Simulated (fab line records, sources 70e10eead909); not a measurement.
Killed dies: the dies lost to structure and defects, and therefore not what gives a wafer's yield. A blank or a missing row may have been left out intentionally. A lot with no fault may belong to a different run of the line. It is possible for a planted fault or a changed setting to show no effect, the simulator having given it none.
Chamber matching || flow nandHarc || pecvd-03 running NHARC_P_M2_PRE_CLEAN_32: 3 sister chambers
The step time 12 s. 3 wafers are shown with their chamber, then 8 later ones without.

== WAFERS PAIRED WITH THEIR CHAMBERS ==
{"wafer": "L141.4", "chamber": 2, "heaterPowerW (W)": 548}
{"wafer": "L141.5", "chamber": 0, "heaterPowerW (W)": 610}
{"wafer": "L142.3", "chamber": 1, "heaterPowerW (W)": 686}

== WAFERS WITHOUT THEIR CHAMBER ==
{"wafer": "L142.4", "heaterPowerW (W)": 692}
{"wafer": "L142.6", "heaterPowerW (W)": 502}
{"wafer": "L143.1", "heaterPowerW (W)": 691}
{"wafer": "L143.4", "heaterPowerW (W)": 531}
{"wafer": "L143.6", "heaterPowerW (W)": 597}
{"wafer": "L144.1", "heaterPowerW (W)": 486}
{"wafer": "L144.3", "heaterPowerW (W)": 586}
{"wafer": "L144.4", "heaterPowerW (W)": 482}

== WHICH CHAMBER EACH WENT THROUGH ==
{"wafer": "L142.4", "from the rows above": 1, "in truth": 1}
{"wafer": "L142.6", "from the rows above": "can't be placed: 2 or 0", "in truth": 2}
{"wafer": "L143.1", "from the rows above": 1, "in truth": 1}
{"wafer": "L143.4", "from the rows above": "can't be placed: 2 or 0", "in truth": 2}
{"wafer": "L143.6", "from the rows above": "can't be placed: 0 or 2", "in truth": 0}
{"wafer": "L144.1", "from the rows above": "can't be placed: 2 or 0", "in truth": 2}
{"wafer": "L144.3", "from the rows above": "can't be placed: 0 or 2", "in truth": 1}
{"wafer": "L144.4", "from the rows above": "can't be placed: 2 or 0", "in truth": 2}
2 of 8 placed correctly. From these rows, 6 cannot be placed; in 5 the true chamber is one of the candidates. 0 placed wrongly.
How it was worked out, from the rows above alone: a wafer's distance from a chamber is the root of the sum, over the readings, of the square of ((its reading less the chamber's mean) divided by the reading's scatter). If the next closest chamber is less than 2 further off than the closest, the wafer can't be placed; otherwise it belongs to the closest. A chamber's mean is the mean of its shown wafers. The scatter: root of mean squared gap, hidden wafer to nearest shown wafer, with one shown wafer a chamber.
